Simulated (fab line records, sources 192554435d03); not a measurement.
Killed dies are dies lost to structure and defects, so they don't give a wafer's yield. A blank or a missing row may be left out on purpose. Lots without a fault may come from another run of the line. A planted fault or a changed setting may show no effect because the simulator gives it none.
A struck lot beside a sound one | flow n5_finfet | 16 steps out of a route of 1938
Sound: wafers L353.1, L353.4, L353.5. Struck: wafer L369.5. (L369.3, L369.6 of the same lot were not struck and are left out.) The cause comes at the end.
At each step with rows: each side's tool, then ch and its chambers, then its first start. Under that, the readings that differ: sound wafers | struck wafers | difference of the means | sigmas: that difference in standard deviations of wafers without a fault.
alike: readings whose means differ by less than 2 such deviations, and words and numbers that are the same on both sides. not compared: withheld readings, readings that some wafer has no value for, bounds like >300 that may hide the same value, and numbers for which the record gives no deviation and whose values overlap.
The two part at a step that has a row with sigmas, a row that says differs or no value, or rows on one side only. Numbers that don't overlap but have no deviation are shown without sigmas and don't part them. A reading that every wafer of one side lacks parts them only if that side has two wafers or more.

first, 5 steps without rows for these wafers: N5_BEOL_M2_EBR_24; N5_BEOL_M2_SOFTBAKE_23 (time 60 s); N5_BEOL_M2_EXPOSE_25 (exposes mask V1, defocus 5 nm); N5_BEOL_M2_PEB_26 (peb time 60 s); N5_BEOL_M2_DEVELOP_27 (develop time 30 s).
N5_BEOL_M2_CD_MEAS_28: target cd 26.2 nm, target cd y 24.1 nm.
  sound on cd_sem-03 ch 0, day 7 15:09; struck on cd_sem-01 ch 0, day 11 08:20
  alike: cd_nm
N5_BEOL_M2_OVL_MEAS_29:
  sound on overlay-02 ch 0, day 7 15:11; struck on overlay-02 ch 0, day 11 08:22
  reading     | sound        | struck | difference | sigmas
  V1_OVL (nm) | 1.2 0.3 -0.1 | -1.0   | -1.5       | -2
N5_BEOL_M2_INSPECT_30: inspects for defects (brightfield).
  sound on defect_inspect-01, day 7 15:14; struck on defect_inspect-02, day 11 08:25
  alike: raw_defect_count
N5_BEOL_M2_DESCUM_33: chemistry O2, time 7 s.
  sound on rie_diel-02 ch 0,1,3, day 7 15:17; struck on rie_diel-06 ch 3, day 11 08:27
  alike: drypump_motor_current_A, oes_product_au, rf_fwd_power_W, rf_vpp_V, showerhead_plenum_p_Torr, throttle_valve_pct
  not compared: rf_hours_counter_h
N5_BEOL_M2_ETCH_77: etches underlayer in N2/H2, target depth 6.5 nm, time 5.2 s.
  sound on rie_diel-02 ch 0,1,3, day 7 15:19; struck on rie_diel-06 ch 3, day 11 08:29
  alike: drypump_motor_current_A, etch_rf_on_time_s, oes_product_au, rf_fwd_power_W, rf_vpp_V, showerhead_plenum_p_Torr, throttle_valve_pct
  not compared: rf_hours_counter_h
N5_BEOL_M2_ETCH_69: etches SiARC in CF4, target depth 15.6 nm, time 26 s.
  sound on rie_diel-02 ch 0,1,3, day 7 15:20; struck on rie_diel-06 ch 3, day 11 08:30
  reading                | sound             | struck | difference | sigmas
  throttle_valve_pct (%) | 15.68 16.11 15.87 | 15.44  | -0.45      | -2
  alike: cf4_flow_sccm, drypump_motor_current_A, etch_rf_on_time_s, oes_product_au, rf_fwd_power_W, rf_vpp_V, showerhead_plenum_p_Torr
  not compared: rf_hours_counter_h
N5_BEOL_M2_ALD_98: deposits SiO2, target thk 2.5 nm, pulse time 1 s, co reactant pulse time 1 s.
  sound on ald_sin-01 ch 0,1,3, day 7 15:28; struck on ald_sin-03 ch 0, day 11 08:49
  reading            | sound    | struck | difference | sigmas
  heater_power_w (W) | 82 74 80 | 98     | +19        | +2
  alike: precursor_pulse_height_rel
  not compared: since_wet_clean_h
N5_BEOL_M2_ETCHBACK_99: etches SiO2 in CHF3, target depth 5 nm, time 10.4 s.
  sound on rie_diel-03 ch 0,2,3, day 7 20:13; struck on rie_diel-03 ch 0, day 11 10:26
  reading                                      | sound          | struck | difference | sigmas
  oes_product_au (a.u.)                        | 0.70 0.77 0.86 | 0.91   | +0.13      | +2
  model.CAR-EUV_of_BEOL_M2_COAT_22.thk_nm (nm) | 10.6 10.6 10.6 | 10     | -1         |
  alike: CHF3_flow_sccm, drypump_motor_current_A, oes_ar_750_au, rf_fwd_power_W, rf_vpp_V, showerhead_plenum_p_Torr, throttle_valve_pct
  not compared: rf_hours_counter_h
N5_BEOL_M2_ETCH_70: etches SOC in N2/H2, target depth 80 nm, overetch 24 nm, time 130 s.
  sound on rie_diel-03 ch 0,2,3, day 7 20:15; struck on rie_diel-03 ch 0, day 11 10:28
  alike: drypump_motor_current_A, oes_product_au, rf_fwd_power_W, rf_vpp_V, showerhead_plenum_p_Torr, throttle_valve_pct
  not compared: rf_hours_counter_h
N5_BEOL_M4_RC_MEAS_101:
  sound on prober-01 ch 0, day 9 01:38; struck on prober-02 ch 0, day 13 01:22
  reading        | sound          | struck | difference | sigmas
  DIBL_N (mV/V)  | 35.4 35.8 34.5 | 39.6   | +4.4       | +3
  DIBL_P (mV/V)  | 35.1 35.2 34.2 | 40.0   | +5.2       | +2
  IOFF_N (nA/um) | 0.14 0.14 0.13 | 0.21   | +0.07      | +2
  SS_P (mV/dec)  | 73.0 72.7 72.7 | 74.5   | +1.7       | +3
  alike: IOFF_P, ION_N, ION_P, SS_N, VT_N, VT_P
-- the record jumps here: 4 days lie between the struck wafers' starts before and after (it left off in module BEOL_M4 and takes up again in module PASSIVATION, whose first step shown is number 1936 of the route) --
N5_PASSIVATION_PROBE_49:
  sound on prober-01, day 13 11:17; struck on prober-01, day 17 09:22
  alike: defect_limited_yield, killed_at_M0_to_M3, killed_at_M4_up, killed_at_contacts, killed_at_front_end, killed_at_other, killed_dies, killed_open, killed_short, sort_bin_5_function, sort_bin_6_memory, sort_n_pass, sort_yield_pct

WHERE THEY PART
First at N5_BEOL_M2_OVL_MEAS_29; last, within this record, at N5_BEOL_M4_RC_MEAS_101. Later steps at which nothing parts them and some readings are alike: N5_PASSIVATION_PROBE_49.

WHY: what the simulator had put in
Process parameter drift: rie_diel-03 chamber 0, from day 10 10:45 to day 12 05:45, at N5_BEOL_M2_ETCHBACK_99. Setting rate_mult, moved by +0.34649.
